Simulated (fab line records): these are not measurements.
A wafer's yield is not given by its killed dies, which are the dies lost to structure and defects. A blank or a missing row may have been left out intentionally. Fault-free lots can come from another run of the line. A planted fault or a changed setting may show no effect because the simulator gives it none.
Matching of chambers    flow n5_finfet    N5_BEOL_M11_CURE_71 on uv_cure-03 has 3 sister chambers
The step cures SiCOH lowk, time 240 s. 14 wafers are shown with their chamber, then 7 later ones without.

WAFERS, EACH WITH ITS CHAMBER
wafer   chamber  wafer_temp_C_max  lamp_power_pct (%)
L074.4  1        387.0             52.28
L074.5  1        386.6             52.41
L074.6  1        386.8             52.34
L075.1  0        386.8             52.29
L075.3  0        387.0             52.29
L075.6  0        387.1             52.28
L076.3  2        386.5             52.26
L076.4  2        386.0             52.28
L076.6  2        385.8             52.29
L083.1  1        386.8             52.27
L083.3  1        387.2             52.36
L083.4  1        386.9             52.34
L093.1  2        386.1             52.22
L093.4  2        386.3             52.28

SIGNATURES, as means of the wafers listed above
reading           chamber 0  chamber 1  chamber 2  scatter within a chamber
wafer_temp_C_max  386.967    386.883    386.140    0.223
lamp_power_pct    52.2867    52.3333    52.2660    0.039
Rule: a wafer lies at a distance from a chamber equal to the root of the sum of squares, over the readings, of (its reading less the chamber's mean, divided by the reading's scatter). The wafer belongs to the nearest chamber; if the next one is less than 2 further off, it can't be placed. How the scatter is found: for the shown wafers, subtract from each reading the mean of its chamber, square and add these, divide the total by (wafers less chambers), then take the root.

WAFERS MISSING THEIR CHAMBER
wafer   wafer_temp_C_max  lamp_power_pct (%)
L093.5  386.5             52.33
L094.1  386.7             52.31
L094.2  386.7             52.29
L094.4  386.6             52.36
L095.2  386.7             52.38
L095.3  386.7             52.34
L095.6  386.5             52.30

EACH ONE'S CHAMBER
wafer   from the rows above           in truth
L093.5  can't be placed: 1 or 2 or 0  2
L094.1  can't be placed: 1 or 0 or 2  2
L094.2  can't be placed: 0 or 1 or 2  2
L094.4  can't be placed: 1 or 0 or 2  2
L095.2  can't be placed: 1 or 0       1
L095.3  can't be placed: 1 or 0       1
L095.6  can't be placed: 2 or 1 or 0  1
0 of 7 placed correctly. From these rows, 7 cannot be placed; in 7 the true chamber is one of the candidates. Wrongly placed: 0.
